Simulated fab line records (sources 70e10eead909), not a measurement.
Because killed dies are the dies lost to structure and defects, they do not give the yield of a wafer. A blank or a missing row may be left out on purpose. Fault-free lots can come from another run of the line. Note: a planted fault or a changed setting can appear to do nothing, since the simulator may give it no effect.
fab line records | flow nand-harc
[record] lots = 7 | wafers = 21 | last-day = 31
route steps=1302 shown A_BLC@1120
lots with no fault: from the same line, run without faults
start-h: hours from the record's first day to the start of the lot's first wafer shown | wait-h: hours from the lot's prior step to this one | " identical to the entry in the row above | L1.1+2: several wafers, shown together as one row | - no value present, or no start provided | * or withheld: withheld | < > ~ a bound
route shown NAME@n: NAME is a module with steps in the file, n the number in the route of the first one | usual: mean/standard deviation taken from wafers without a fault | same: alike in all rows | chamber/n: place in a boat | sites: readings site by site | _std_site: their standard deviation | _edge_site: inner sites' mean taken away from outer sites' mean | radius-mm: how far each site lies from the wafer's centre | mask NAME#n: copy n | behind: tool/chamber where the wafer was last shaped | hold: what put the lot on hold/how long, in hours/how the hold closed | device: transistor that didn't switch, given as n, p or np | end of line: the tests these same wafers got at the end of their route | a step with no rows: only its recipe | killed: dies that structure and defects cost at the first sort, which is not the same as the wafer's yield | map: the dies of a wafer, with x for killed, . for not killed, _ for no die there
set.NAME: setting as actually run; set.NAME@STEP: the setting as run at that earlier step | model.NAME: the simulator's own value behind a step, which no gauge read
certain route steps with their lots: each step a table, each wafer a row
services: when a tool's chamber went out of use (start-h, in hours from the record's first day, below 0 if earlier), for how many hours, and the reason
[[steps]]
[step NHARC_A_BLC_DESCUM_15]
[recipe] time-s = 3 | o2-flow-sccm = 200 | ar-flow-sccm = 0 | bias-power-w = 0 | chemistry = O2
[step NHARC_A_BLC_ETCH_16]
[recipe] target-depth-a = 390 | over-etch-frac = 0.3 | time-s = 65 | ion-energy-ev = 80 | cf4-flow-sccm = 150 | ar-flow-sccm = 0 | rf-w = 300 | bias-w = 100 | chemistry = CF4
[usual] drypump-motor-current-A = 6.1/0.3 | oes-product-au = 0.997/0.012 | rf-vpp-V = 150.8/1 | showerhead-plenum-p-Torr = 1.73/0.049 | throttle-valve-pct = 13.284/0.0089
lot.wafer | tool        | chamber | start-h | wait-h | drypump-motor-current-A | oes-product-au | rf-hours-counter-h | rf-vpp-V | showerhead-plenum-p-Torr | throttle-valve-pct
L577.3    | rie-diel-02 | 0       | 526.37  | 0.1    | 6.6                     | 1.012          | 8                  | 150.8    | 1.75                     | 13.298
L577.2    | "           | 3       | "       | "      | 6.2                     | 0.993          | 7                  | 150.6    | 1.70                     | 13.283
L577.6    | "           | 0       | "       | "      | 6.6                     | 0.995          | -                  | 153.6    | 1.75                     | 13.286
L576.1    | rie-diel-02 | 3       | 527.49  | 0.1    | 6.1                     | 0.985          | 8                  | 149.2    | 1.69                     | 13.283
L576.3    | "           | 0       | "       | "      | 6.6                     | 1.003          | 9                  | 152.3    | 1.75                     | 13.277
L576.4    | "           | 1       | "       | "      | 5.7                     | 0.989          | 10                 | 149.8    | 1.74                     | 13.300
L578.2    | rie-diel-07 | 0       | 543.06  | 0.1    | 5.7                     | 1.006          | 3                  | 150.9    | 1.73                     | 13.275
L578.4    | "           | 1       | "       | "      | 6.2                     | 0.990          | 5                  | 149.1    | 1.65                     | 13.297
L578.6    | "           | 2       | "       | "      | 6.0                     | 1.010          | -                  | 150.8    | 1.77                     | 13.277
L579.2    | rie-diel-02 | 1       | 559.37  | 0.1    | 5.7                     | 1.001          | 11                 | 150.1    | 1.74                     | 13.294
L579.4    | "           | 2       | "       | "      | 6.3                     | 0.999          | 11                 | 150.8    | 1.79                     | 13.297
L579.5    | "           | 0       | "       | "      | 6.6                     | 1.022          | -                  | 151.4    | 1.75                     | 13.288
L589.4    | rie-diel-09 | 3       | 648.28  | 0.1    | 6.4                     | 1.005          | 46                 | 152.2    | 1.87                     | 13.279
L589.5    | "           | 2       | "       | "      | 6.2                     | 1.004          | -                  | 149.9    | 1.77                     | 13.285
L589.6    | "           | 3       | "       | "      | 6.4                     | 0.997          | -                  | 153.8    | 1.87                     | 13.287
L593.2    | rie-diel-07 | 1       | 662.71  | 0.1    | 6.2                     | 1.006          | 0                  | 150.2    | 1.65                     | 13.287
L593.4    | "           | 3       | "       | "      | 6.6                     | 1.030          | 1                  | 152.2    | 1.76                     | 13.283
L593.6    | "           | 2       | "       | "      | 6.0                     | 1.011          | -                  | 150.4    | 1.77                     | 13.287
L594.4    | rie-diel-07 | 2       | 690.17  | 0.1    | 6.0                     | 1.008          | 3                  | 152.0    | 1.77                     | 13.286
L594.3    | "           | 0       | "       | "      | 5.7                     | 1.012          | 4                  | 151.7    | 1.73                     | 13.282
L594.6    | "           | 1       | "       | "      | 6.1                     | 1.010          | -                  | 149.7    | 1.65                     | 13.279
[step NHARC_A_BLC_ETCH_17]
[recipe] target-depth-a = 3900 | over-etch-frac = 0.25 | time-s = 609.38 | ion-energy-ev = 200 | n2-flow-sccm = 150 | h2-flow-sccm = 150 | ar-flow-sccm = 0 | rf-w = 400 | bias-w = 150 | chemistry = N2/H2
[step NHARC_A_BLC_ETCH_18]
[recipe] target-depth-a = 9100 | c4f8-flow-sccm = 20 | o2-flow-sccm = 10 | ar-flow-sccm = withheld | rf-w = 600 | bias-w = 1500 | chemistry = C4F8/O2/Ar
[usual] oes-product-au = 0.949/0.027 | rf-vpp-V = 976/4
lot.wafer | tool        | chamber | start-h | wait-h | oes-product-au | rf-hours-counter-h | rf-vpp-V
L577.3    | rie-diel-02 | 0       | -       | -      | 0.923          | 9                  | 978
L577.2    | "           | 3       | "       | "      | 0.915          | 7                  | 972
L577.6    | "           | 1       | "       | "      | 0.914          | -                  | 978
L576.4    | rie-diel-02 | 1       | -       | -      | 0.918          | 10                 | 975
L576.3    | "           | 2       | "       | "      | 0.922          | 9                  | 980
L576.1    | "           | 3       | "       | "      | 0.912          | 8                  | 972
L578.2    | rie-diel-07 | 2       | -       | -      | 0.956          | 5                  | 979
L578.4    | "           | 1       | "       | "      | 0.946          | 5                  | 967
L578.6    | "           | 2       | "       | "      | 0.965          | -                  | 979
L579.4    | rie-diel-02 | 2       | -       | -      | 0.919          | 12                 | 980
L579.2    | "           | 0       | "       | "      | 0.936          | 11                 | 976
L579.5    | "           | 3       | "       | "      | 0.928          | -                  | 973
L589.4    | rie-diel-09 | 2       | -       | -      | 0.932          | 42                 | 977
L589.5    | "           | 3       | "       | "      | 0.931          | -                  | 987
L589.6    | "           | 0       | "       | "      | 0.946          | -                  | 980
L593.4    | rie-diel-07 | 1       | -       | -      | 0.956          | 1                  | 967
L593.2    | "           | 0       | "       | "      | 0.968          | 1                  | 974
L593.6    | "           | 2       | "       | "      | 0.976          | -                  | 977
L594.3    | rie-diel-07 | 0       | -       | -      | 0.968          | 4                  | 975
L594.4    | "           | 1       | "       | "      | 0.969          | 4                  | 967
L594.6    | "           | 0       | "       | "      | 0.960          | -                  | 975
[step NHARC_A_BLC_CD_MEAS_19]
[usual] cd-nm = 100.0/2
lot.wafer | tool      | chamber | start-h | wait-h | cd-nm
L577.2    | cd-sem-01 | -       | 527.26  | -      | 99.1
L577.3    | "         | -       | "       | "      | 95.9
L577.6    | "         | -       | "       | "      | 98.6
L576.1    | cd-sem-01 | -       | 528.37  | -      | 96.5
L576.3    | "         | -       | "       | "      | 100.0
L576.4    | "         | -       | "       | "      | 96.2
L578.2    | cd-sem-03 | -       | 543.93  | -      | 100.1
L578.4    | "         | -       | "       | "      | 102.6
L578.6    | "         | -       | "       | "      | 101.0
L579.2    | cd-sem-03 | -       | 560.24  | -      | 95.0
L579.4    | "         | -       | "       | "      | 99.4
L579.5    | "         | -       | "       | "      | 99.5
L589.4    | cd-sem-03 | -       | 649.18  | -      | 103.6
L589.5    | "         | -       | "       | "      | 100.0
L589.6    | "         | -       | "       | "      | 99.3
L593.2    | cd-sem-01 | -       | 663.59  | -      | 99.4
L593.4    | "         | -       | "       | "      | 100.9
L593.6    | "         | -       | "       | "      | 98.1
L594.3    | cd-sem-01 | -       | 691.05  | -      | 101.7
L594.4    | "         | -       | "       | "      | 100.6
L594.6    | "         | -       | "       | "      | 101.5
[step NHARC_A_BLC_STRIP_29]
[recipe] cf4-flow-sccm = 150 | ar-flow-sccm = 0 | bias-w = 0 | chemistry = CF4
[step NHARC_A_BLC_STRIP_21]
[recipe] o2-flow-sccm = 500 | ar-flow-sccm = 0 | bias-w = 0 | chemistry = O2
[usual] drypump-motor-current-A = 6.2/0.32 | oes-product-au = 0.994/0.014 | rf-vpp-V = 57.7/0.92 | showerhead-plenum-p-Torr = 3.49/0.092 | throttle-valve-pct = 17.036/0.0097
lot.wafer | tool        | chamber | start-h | wait-h | drypump-motor-current-A | oes-product-au | rf-hours-counter-h | rf-vpp-V | showerhead-plenum-p-Torr | throttle-valve-pct
L577.2    | rie-diel-09 | 3       | 527.46  | 0.1    | 6.4                     | 1.008          | 10                 | 59.1     | 3.74                     | 17.032
L577.3    | "           | 2       | "       | "      | 6.2                     | 1.014          | 7                  | 57.9     | 3.56                     | 17.042
L577.6    | "           | 0       | "       | "      | 5.7                     | 1.032          | -                  | 58.1     | 3.61                     | 17.047
L576.3    | rie-diel-07 | 3       | 528.56  | 0.1    | 6.6                     | 0.998          | 4                  | 58.1     | 3.52                     | 17.026
L576.4    | "           | 0       | "       | "      | 5.7                     | 1.007          | 3                  | 57.5     | 3.45                     | 17.032
L576.1    | "           | 1       | "       | "      | 6.2                     | 0.985          | 4                  | 56.9     | 3.29                     | 17.045
L578.4    | rie-diel-07 | 0       | 544.12  | 0.1    | 5.7                     | 0.994          | 4                  | 58.1     | 3.45                     | 17.024
L578.2    | "           | 2       | "       | "      | 6.0                     | 1.000          | 5                  | 56.6     | 3.53                     | 17.028
L578.6    | "           | 0       | "       | "      | 5.7                     | 0.997          | -                  | 57.5     | 3.45                     | 17.031
L579.2    | rie-diel-02 | 1       | 560.43  | 0.1    | 5.7                     | 0.980          | 12                 | 60.0     | 3.47                     | 17.038
L579.4    | "           | 2       | "       | "      | 6.3                     | 0.993          | 12                 | 58.1     | 3.58                     | 17.020
L579.5    | "           | 0       | "       | "      | 6.6                     | 1.008          | -                  | 55.4     | 3.49                     | 17.045
L589.4    | rie-diel-02 | 1       | 649.38  | 0.1    | 5.7                     | 0.970          | 5                  | 58.4     | 3.46                     | 17.049
L589.5    | "           | 2       | "       | "      | 6.3                     | 0.988          | -                  | 59.1     | 3.57                     | 17.042
L589.6    | "           | 3       | "       | "      | 6.1                     | 1.003          | -                  | 58.3     | 3.38                     | 17.049
L593.2    | rie-diel-02 | 1       | 663.77  | 0.1    | 5.8                     | 0.960          | 5                  | 57.7     | 3.46                     | 17.036
L593.4    | "           | 3       | "       | "      | 6.1                     | 1.003          | 5                  | 56.3     | 3.38                     | 17.036
L593.6    | "           | 2       | "       | "      | 6.3                     | 0.994          | -                  | 57.0     | 3.57                     | 17.033
L594.4    | rie-diel-02 | 3       | 691.23  | 0.1    | 6.1                     | 1.000          | 6                  | 57.8     | 3.38                     | 17.036
L594.3    | "           | 2       | "       | "      | 6.3                     | 0.988          | 6                  | 57.3     | 3.57                     | 17.020
L594.6    | "           | 3       | "       | "      | 6.1                     | 1.002          | -                  | 57.7     | 3.38                     | 17.041
[step NHARC_A_BLC_STRIP_22]
[recipe] time-s = 600 | temp-c = 30 | chemistry = post-etch-residue-remover
[step NHARC_A_BLC_DEGAS_30]
[recipe] temp-c = 300 | time-s = 60
[usual] heater-power-w = 468/50
lot.wafer | tool           | chamber | start-h | wait-h | heater-power-w
L577.3    | pvd-sputter-02 | -       | 527.87  | -      | 442
L577.2    | "              | -       | "       | "      | 369
L577.6    | "              | -       | "       | "      | 443
L576.4    | pvd-sputter-01 | -       | 528.97  | -      | 500
L576.1    | "              | -       | "       | "      | 500
L576.3    | "              | -       | "       | "      | 431
L578.2    | pvd-sputter-01 | -       | 544.56  | -      | 485
L578.4    | "              | -       | "       | "      | 493
L578.6    | "              | -       | "       | "      | 433
L579.4    | pvd-sputter-03 | -       | 560.84  | -      | 546
L579.2    | "              | -       | "       | "      | 533
L579.5    | "              | -       | "       | "      | 535
L589.4    | pvd-sputter-01 | -       | 649.77  | -      | 495
L589.5    | "              | -       | "       | "      | 479
L589.6    | "              | -       | "       | "      | 507
L593.2    | pvd-sputter-03 | -       | 664.21  | -      | 542
L593.4    | "              | -       | "       | "      | 519
L593.6    | "              | -       | "       | "      | 440
L594.3    | pvd-sputter-01 | -       | 691.65  | -      | 508
L594.4    | "              | -       | "       | "      | 447
L594.6    | "              | -       | "       | "      | 514
[step NHARC_A_BLC_PRE_CLEAN_31]
[recipe] time-s = 15 | bias-v = 250 | gas = Ar
[step NHARC_A_BLC_PVD_32]
[recipe] target-thk-a = 50 | chamber-pressure-pa = 5 | power-w = 5000 | substrate-temp-c = 200 | time-s = 17.7 | material = Ti
[usual] cathode-dc-power-W = 5000.0/0.93 | throttle-valve-pct = 30.1/1.1
lot.wafer | tool           | chamber | start-h | wait-h | cathode-dc-power-W | throttle-valve-pct
L577.3    | pvd-sputter-02 | -       | -       | -      | 4999.0             | 30.5
L577.2    | "              | -       | "       | "      | 4999.9             | 30.2
L577.6    | "              | -       | "       | "      | 5000.0             | 31.1
L576.3    | pvd-sputter-01 | -       | -       | -      | 4999.4             | 30.2
L576.4    | "              | -       | "       | "      | 5000.8             | 29.2
L576.1    | "              | -       | "       | "      | 4998.4             | 30.3
L578.4    | pvd-sputter-01 | -       | -       | -      | 5000.7             | 30.3
L578.2    | "              | -       | "       | "      | 4999.4             | 31.1
L578.6    | "              | -       | "       | "      | 4999.3             | 30.1
L579.2    | pvd-sputter-03 | -       | -       | -      | 5001.1             | 30.5
L579.4    | "              | -       | "       | "      | 5000.3             | 30.4
L579.5    | "              | -       | "       | "      | 4999.4             | 27.6
L589.4    | pvd-sputter-01 | -       | -       | -      | 5000.4             | 29.3
L589.5    | "              | -       | "       | "      | 5000.1             | 30.9
L589.6    | "              | -       | "       | "      | 4998.6             | 29.5
L593.4    | pvd-sputter-03 | -       | -       | -      | 4999.2             | 27.7
L593.2    | "              | -       | "       | "      | 5000.7             | 31.0
L593.6    | "              | -       | "       | "      | 4998.2             | 27.9
L594.3    | pvd-sputter-01 | -       | -       | -      | 4999.9             | 30.1
L594.4    | "              | -       | "       | "      | 5000.8             | 31.0
L594.6    | "              | -       | "       | "      | 5001.4             | 30.7
[step NHARC_A_BLC_ALD_23]
[recipe] target-thk-a = 30 | pulse-time-s = 1 | ald-cycles = 150 | temp-c = 450 | material = TiN
[step NHARC_A_BLC_CVD_24]
[recipe] target-thk-a = 1500 | temp-c = 300 | pressure-torr = 40 | wf6-flow-sccm = 40 | h2-flow-sccm = 1600 | ar-flow-sccm = 1560 | time-s = 434 | material = W
[usual] heater-power-outer-w = 309/41 | heater-power-w = 534/56 | mfc-wf6-sccm = 40.01/0.12 | throttle-valve-pct = 7.8/0.38
lot.wafer | tool     | chamber | start-h | wait-h | heater-power-outer-w | heater-power-w | mfc-wf6-sccm | throttle-valve-pct
L577.2    | cvd-w-02 | 1       | 528.39  | -      | 276                  | 482            | 39.78        | 8.0
L577.3    | "        | 0       | "       | "      | 242                  | 450            | 39.74        | 7.6
L577.6    | "        | 1       | "       | "      | 273                  | 494            | 39.82        | 8.0
L577.2    | cvd-w-02 | 1       | 529.07  | 0.6    | 276                  | 505            | 40.18        | 7.7
L577.3    | "        | 0       | "       | "      | 242                  | 437            | 40.15        | 7.8
L577.6    | "        | 1       | "       | "      | 275                  | 491            | 40.14        | 7.7
L576.1    | cvd-w-01 | 0       | 529.48  | -      | 372                  | 619            | 40.00        | 7.8
L576.4    | "        | 1       | "       | "      | 331                  | 558            | 40.12        | 8.1
L576.3    | "        | 0       | "       | "      | 367                  | 604            | 39.99        | 7.4
L578.2    | cvd-w-02 | 0       | 545.06  | -      | 248                  | 452            | 39.88        | 8.3
L578.4    | "        | 1       | "       | "      | 286                  | 501            | 40.19        | 7.8
L578.6    | "        | 0       | "       | "      | 240                  | 440            | 39.87        | 8.2
L578.2    | cvd-w-02 | 0       | 545.74  | 0.6    | 249                  | 441            | 39.96        | 7.7
L578.4    | "        | 1       | "       | "      | 280                  | 498            | 40.08        | 7.6
L578.6    | "        | 0       | "       | "      | 242                  | 443            | 39.90        | 7.9
L579.2    | cvd-w-01 | 1       | 561.36  | -      | 317                  | 535            | 39.99        | 8.0
L579.4    | "        | 0       | "       | "      | 345                  | 581            | 40.14        | 7.0
L579.5    | "        | 1       | "       | "      | 313                  | 549            | 40.11        | 8.2
L579.2    | cvd-w-01 | 1       | 562.05  | 0.6    | 323                  | 560            | 40.07        | 8.0
L579.4    | "        | 0       | "       | "      | 354                  | 568            | 39.99        | 7.3
L579.5    | "        | 1       | "       | "      | 325                  | 570            | 40.27        | 8.3
L589.4    | cvd-w-01 | 1       | 650.36  | -      | 319                  | 575            | 39.91        | 7.8
L589.5    | "        | 1       | "       | "      | 324                  | 576            | 40.04        | 8.0
L589.6    | "        | 0       | "       | "      | 342                  | 574            | 40.07        | 7.2
L593.2    | cvd-w-01 | 1       | 664.76  | -      | 323                  | 553            | 39.99        | 8.0
L593.4    | "        | 1       | "       | "      | 320                  | 562            | 40.07        | 8.1
L593.6    | "        | 0       | "       | "      | 344                  | 579            | 40.21        | 7.1
L594.4    | cvd-w-02 | 1       | 692.23  | -      | 273                  | 476            | 39.79        | 7.9
L594.3    | "        | 0       | "       | "      | 243                  | 436            | 40.11        | 7.7
L594.6    | "        | 1       | "       | "      | 275                  | 490            | 39.98        | 7.8
[step NHARC_A_BLC_CMP_25]
[recipe] t-overpolish-s = 30 | target-thk-nm = 150
[usual] motor-current-A = 11.9/1.1 | overpolish-run-s = 30.001/0.0081 | time-to-endpoint-s = 29.6/2.5
lot.wafer | tool   | chamber | start-h | wait-h | motor-current-A | overpolish-run-s | time-to-endpoint-s
L577.3    | cmp-04 | 2       | 529.64  | 0.4    | 13.1            | 30.014           | 56.9
L577.2    | "      | 3       | "       | "      | 11.5            | 29.990           | 58.6
L577.6    | "      | 0       | "       | "      | 10.3            | 29.999           | 55.8
L576.3    | cmp-04 | 1       | 529.93  | 0.2    | 10.6            | 30.001           | 31.8
L576.1    | "      | 2       | "       | "      | 13.6            | 29.995           | 27.8
L576.4    | "      | 0       | "       | "      | 10.3            | 30.001           | 26.8
L578.4    | cmp-04 | 1       | 546.30  | 0.4    | 10.4            | 30.003           | 61.5
L578.2    | "      | 2       | "       | "      | 13.1            | 30.001           | 60.1
L578.6    | "      | 3       | "       | "      | 10.8            | 29.998           | 57.5
L579.2    | cmp-02 | 1       | 562.62  | 0.5    | 10.9            | 30.005           | 62.7
L579.4    | "      | 2       | "       | "      | 12.9            | 30.013           | 58.1
L579.5    | "      | 3       | "       | "      | 14.0            | 30.000           | 61.3
L589.4    | cmp-04 | 3       | 650.74  | 0.3    | 11.2            | 30.000           | 32.9
L589.6    | "      | 3       | "       | "      | 11.6            | 29.996           | 27.7
L589.5    | "      | 0       | "       | "      | 10.5            | 29.995           | 25.6
L593.2    | cmp-03 | 3       | 665.26  | 0.4    | 11.2            | 29.997           | 29.1
L593.4    | "      | 0       | "       | "      | 12.9            | 29.994           | 32.4
L593.6    | "      | 1       | "       | "      | 12.8            | 30.003           | 32.7
L594.3    | cmp-04 | 2       | 692.64  | 0.3    | 12.6            | 30.003           | 27.4
L594.4    | "      | 0       | "       | "      | 9.8             | 29.989           | 24.5
L594.6    | "      | 2       | "       | "      | 13.2            | 30.003           | 28.1
[[services]]
tool           | chamber | start-h | hours | kind
cmp-04         | -       | 503.14  | 4.0   | pm
rie-diel-07    | 0       | 509.67  | 16.4  | repair
pvd-sputter-03 | -       | 526.00  | 10.0  | pm
pvd-sputter-01 | -       | 533.36  | 5.1   | repair
cvd-w-02       | -       | 536.36  | 0.8   | repair
cvd-w-01       | -       | 547.16  | 13.0  | pm
pvd-sputter-02 | -       | 553.99  | 7.1   | repair
rie-diel-02    | 1       | 554.78  | 3.2   | repair
rie-diel-07    | 0       | 567.61  | 10.3  | repair
rie-diel-02    | 2       | 568.63  | 9.9   | repair
rie-diel-02    | -       | 570.70  | 9.0   | pm
pvd-sputter-01 | -       | 582.00  | 10.0  | pm
cmp-04         | -       | 601.14  | 4.0   | pm
rie-diel-02    | 2       | 610.96  | 14.5  | repair
cvd-w-02       | 0       | 627.32  | 27.5  | repair
cvd-w-02       | -       | 631.32  | 13.0  | pm
pvd-sputter-02 | -       | 638.00  | 10.0  | pm
rie-diel-02    | -       | 645.04  | 0.2   | repair
rie-diel-07    | -       | 648.25  | 9.0   | pm
cvd-w-01       | -       | 648.61  | 0.5   | repair
rie-diel-02    | -       | 659.07  | 0.2   | repair
rie-diel-09    | -       | 674.46  | 9.0   | pm
cmp-04         | -       | 675.15  | 1.4   | repair
rie-diel-07    | -       | 680.81  | 0.5   | repair
[[key]]
[first-sign] step = NHARC_A_BLC_CVD_24 | reading = visit | direction = added
[effect] step = NHARC_A_BLC_CMP_25 | reading = time-to-endpoint-s | direction = up | sigmas = 12 | usual = * | struck = *
met-at NHARC_A_BLC_CVD_24
struck-wafers L577.2,L577.3,L577.6,L578.2,L578.4,L578.6,L579.2,L579.4,L579.5
sort-left-out L577.2,L577.3,L577.6,L578.2,L578.4,L578.6,L579.2,L579.4,L579.5
tester-left-out L577,L578,L579
[fault] kind = repeated-step-whole | tool = cvd-w-01,cvd-w-02 | chamber = - | onset-h = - | steps = NHARC_A_BLC_CVD_24 | times = 1 | scope = struck-lots-only
// tester-left-out: of these lots the tester's yield and bins aren't shown, on N5 and GAA mostly nor the transistor test; their killed dies are dies lost to structure and defects alone, not to doping, threshold or leakage, so they don't give the yield
// sort-left-out: the simulated sort isn't trusted on such a fault, so these wafers' sort isn't shown, and their yield isn't known
